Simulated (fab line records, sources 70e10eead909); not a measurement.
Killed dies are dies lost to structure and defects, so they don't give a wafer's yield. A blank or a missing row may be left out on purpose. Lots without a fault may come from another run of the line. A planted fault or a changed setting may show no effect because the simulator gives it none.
fab line records | flow nand_harc
record lots=7 wafers=21 last_day=32
route steps=1302 shown A_CONTACT@1102 A_BLC@1107
lots that met no fault: from a run of the same line without faults
start_h: hours from the record's first day to the start of the lot's first wafer shown | wait_h: hours since the lot's step before | " the same as in the row above | L1.1+2: a row that stands for several wafers | - no value, or no start given | * or withheld: withheld | < > ~ a bound
route shown NAME@n: a module of which the file shows steps, and the number in the route of the first | usual: mean/standard deviation of fault-free wafers | same: alike in all rows | chamber/n: place in a boat | sites: the reading at each site | _std_site: their standard deviation | _edge_site: outer sites' mean less inner sites' | radius_mm: how far each site lies from the wafer's centre | mask NAME#n: copy n | behind: the tool/chamber that last shaped the wafer | hold: why the lot was held/for how many hours/how that ended | device: the transistor (n, p or np) that didn't switch | end of line: the same wafers' tests at the end of the route | a step without rows: its recipe alone | killed: dies lost to structure and defects at the first sort, not the wafer's yield | map: a wafer's dies, x killed, . not, _ none there
set.NAME: the setting as run; set.NAME@STEP: as run at that earlier step | model.NAME: the simulator's own value behind a step, which no gauge read
lots at some steps of the route; a table a step, a row a wafer
services: from which hour (start_h, from the record's first day; less than 0 if before it) a tool's chamber was out of use, for how many hours, and why
## steps
# step NHARC_A_CONTACT_CVD_19
# recipe target_thk_a=3000 temp_c=300 pressure_torr=40 wf6_flow_sccm=40 h2_flow_sccm=1600 ar_flow_sccm=1560 time_s=802 material=W
# usual heater_power_outer_w=269/21 heater_power_w=485/30 throttle_valve_pct=8.0/0.37
# columns lot.wafer tool chamber start_h wait_h heater_power_outer_w heater_power_w throttle_valve_pct
L171.1 cvd_w-02 0 - - 251 455 8.1
L171.4 " 0 " " 248 473 7.9
L171.5 " 0 " " 250 473 7.9
L173.2 cvd_w-01 0 - - 249 455 8.5
L173.4 " 0 " " 246 440 8.5
L173.6 " 1 " " 288 516 7.6
L176.3 cvd_w-02 1 - - 289 514 8.0
L176.4 " 0 " " 252 476 7.8
L176.5 " 0 " " 250 465 8.3
L177.4 cvd_w-02 1 - - 297 500 8.0
L177.5 " 0 " " 259 465 8.0
L177.6 " 1 " " 305 490 7.8
L182.4 cvd_w-01 1 - - 287 527 8.0
L182.3 " 0 " " 247 441 8.6
L182.6 " 0 " " 248 448 8.5
L184.2 cvd_w-01 0 - - 245 454 8.6
L184.6 " 1 " " 285 539 7.5
L184.5 " 0 " " 249 456 8.5
L186.2 cvd_w-01 1 - - 283 507 7.7
L186.3 " 1 " " 277 524 7.7
L186.6 " 1 " " 284 522 7.8
# step NHARC_A_CONTACT_CMP_20
# recipe t_overpolish_s=30 target_thk_nm=300
# usual motor_current_A=12.1/1.1 overpolish_run_s=30.000/0.0092 time_to_endpoint_s=60/3.5
# columns lot.wafer tool chamber start_h wait_h motor_current_A overpolish_run_s time_to_endpoint_s
L171.1 cmp-01 0 552.34 0.8 11.9 30.008 58
L171.4 " 1 " " 12.8 30.014 57
L171.5 " 0 " " 12.3 29.998 57
L173.2 cmp-04 3 609.37 0.8 11.8 29.991 55
L173.4 " 0 " " 12.3 30.007 62
L173.6 " 3 " " 11.7 30.006 54
L176.3 cmp-01 3 627.63 0.6 11.6 30.013 61
L176.4 " 0 " " 12.4 30.000 61
L176.5 " 1 " " 12.6 30.003 62
L177.4 cmp-04 0 631.69 0.4 11.8 29.996 66
L177.6 " 3 " " 11.8 30.009 58
L177.5 " 0 " " 12.5 29.983 69
L182.3 cmp-01 3 681.46 0.5 12.0 29.996 61
L182.4 " 0 " " 12.6 29.989 60
L182.6 " 1 " " 12.3 30.013 61
L184.2 cmp-02 1 704.17 0.7 11.6 30.005 57
L184.5 " 0 " " 13.2 30.006 61
L184.6 " 1 " " 11.6 30.004 54
L186.2 cmp-02 2 710.36 0.8 12.0 29.989 61
L186.3 " 1 " " 11.3 29.990 52
L186.6 " 2 " " 12.1 29.985 61
# step NHARC_A_CONTACT_SRD_22
# step NHARC_A_CONTACT_INSPECT_23
# usual raw_defect_count=531/120
# columns lot.wafer tool chamber start_h wait_h raw_defect_count
L171.1 defect_inspect-01 - 552.75 0.1 515
L171.4 " - " " 633
L171.5 " - " " 495
L173.2 defect_inspect-02 - 609.75 0.1 539
L173.4 " - " " 366
L173.6 " - " " 402
L176.3 defect_inspect-02 - 627.98 0.1 365
L176.4 " - " " 406
L176.5 " - " " 497
L177.4 defect_inspect-02 - 632.06 0.1 557
L177.5 " - " " 423
L177.6 " - " " 356
L182.3 defect_inspect-02 - 681.84 0.1 397
L182.4 " - " " 592
L182.6 " - " " 483
L184.2 defect_inspect-01 - 704.55 0.1 705
L184.5 " - " " 735
L184.6 " - " " 621
L186.2 defect_inspect-02 - 710.76 0.1 563
L186.3 " - " " 389
L186.6 " - " " 498
# step NHARC_A_BLC_DEHYDRATE_00
# recipe temp_c=150 time_s=120
# step NHARC_A_BLC_HMDS_01
# recipe time_s=30
# step NHARC_A_BLC_COAT_02
# recipe temp_c=260 time_s=75
# step NHARC_A_BLC_COAT_03
# recipe temp_c=225 time_s=65
# step NHARC_A_BLC_COAT_04
# recipe spin_rpm=1500 resist_thk_nm=90
# step NHARC_A_BLC_SOFTBAKE_05
# recipe temp_c=105 time_s=55
# step NHARC_A_BLC_EBR_06
# step NHARC_A_BLC_EXPOSE_07
# recipe na=1.35 target_cd_nm=100 dose_mj=67.97 mask_id=A_BLC
# usual exposure_dose_mJ_cm2=67.97/0.066 focus_offset_nm=0.0/0.56 stage_vel_mm_s=500.01/0.22
# columns lot.wafer tool chamber start_h wait_h mask exposure_dose_mJ_cm2 focus_offset_nm stage_vel_mm_s
L171.1 arfi_scanner-01 0 553.00 - A_BLC#0 68.06 0.1 500.21
L171.4 " 0 " " A_BLC#0 67.97 0.0 499.80
L171.5 " 0 " " A_BLC#0 67.99 -0.6 500.27
L173.2 arfi_scanner-03 - 609.99 - A_BLC#0 - - -
L173.4 " - " " A_BLC#0 - - -
L173.6 " - " " A_BLC#0 - - -
L176.3 arfi_scanner-03 - 628.23 - A_BLC#0 - - -
L176.4 " - " " A_BLC#0 - - -
L176.5 " - " " A_BLC#0 - - -
L177.4 arfi_scanner-03 - 632.32 - A_BLC#0 - - -
L177.5 " - " " A_BLC#0 - - -
L177.6 " - " " A_BLC#0 - - -
L182.3 arfi_scanner-01 0 682.21 - A_BLC#0 67.98 -0.2 499.61
L182.4 " 0 " " A_BLC#0 67.93 0.0 499.91
L182.6 " 0 " " A_BLC#0 68.01 -0.6 499.99
L184.2 arfi_scanner-03 0 704.80 - A_BLC#0 68.09 0.5 500.19
L184.5 " 0 " " A_BLC#0 67.96 0.2 499.97
L184.6 " 0 " " A_BLC#0 67.90 0.9 499.80
L186.2 arfi_scanner-01 0 711.01 - A_BLC#0 67.95 0.5 500.15
L186.3 " 0 " " A_BLC#0 68.01 0.9 500.06
L186.6 " 0 " " A_BLC#0 67.99 1.0 500.00
# step NHARC_A_BLC_PEB_08
# recipe peb_temp_c=100 peb_time_s=65
## services
# columns tool chamber start_h hours kind
cmp-01 - 533.89 2.3 repair
arfi_scanner-03 - 540.00 4.0 pm
cvd_w-01 - 547.00 13.0 pm
cvd_w-01 0 547.00 13.0 vent_cycle
cmp-02 - 553.09 1.6 repair
arfi_scanner-01 - 563.63 0.9 repair
cmp-01 - 577.50 4.0 pm
cmp-02 - 579.99 1.7 repair
cvd_w-01 - 581.14 2.6 repair
cmp-04 - 593.68 0.4 repair
arfi_scanner-01 - 596.00 4.0 pm
arfi_scanner-03 - 597.29 0.5 repair
cmp-04 - 606.84 0.4 repair
cmp-01 - 614.27 1.3 repair
cmp-04 - 615.00 4.0 pm
arfi_scanner-01 - 618.92 60.7 repair
cvd_w-01 - 623.07 0.4 repair
cmp-02 - 624.50 4.0 pm
cvd_w-02 - 625.21 0.8 repair
cmp-04 - 626.20 1.3 repair
cvd_w-02 - 631.52 13.0 pm
cmp-04 - 644.70 1.2 repair
cmp-01 - 675.50 4.0 pm
arfi_scanner-03 - 679.73 0.4 repair
## key
first_sign step=NHARC_A_BLC_EXPOSE_07 reading=tool_record direction=missing
effect none on later readings
met_at NHARC_A_BLC_EXPOSE_07
struck_wafers L173.2,L173.4,L173.6,L176.3,L176.4,L176.5,L177.4,L177.5,L177.6
later_rows_left_out L173.2,L173.4,L173.6,L176.3,L176.4,L176.5,L177.4,L177.5,L177.6
sort_left_out L173.2,L173.4,L173.6,L176.3,L176.4,L176.5,L177.4,L177.5,L177.6
tester_left_out L173,L176,L177
fault kind=skipped_step_whole tool=arfi_scanner-03 chamber=- onset_h=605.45 steps=NHARC_A_BLC_EXPOSE_07 scope=struck_lots_only
# tester_left_out: of these lots the tester's yield and bins aren't shown, on N5 and GAA mostly nor the transistor test; their killed dies are dies lost to structure and defects alone, not to doping, threshold or leakage, so they don't give the yield
# sort_left_out: the simulated sort isn't trusted on such a fault, so these wafers' sort isn't shown, and their yield isn't known
# later_rows_left_out: the simulator's readings of these wafers behind a module that went badly wrong aren't trusted and aren't shown, but for the sort
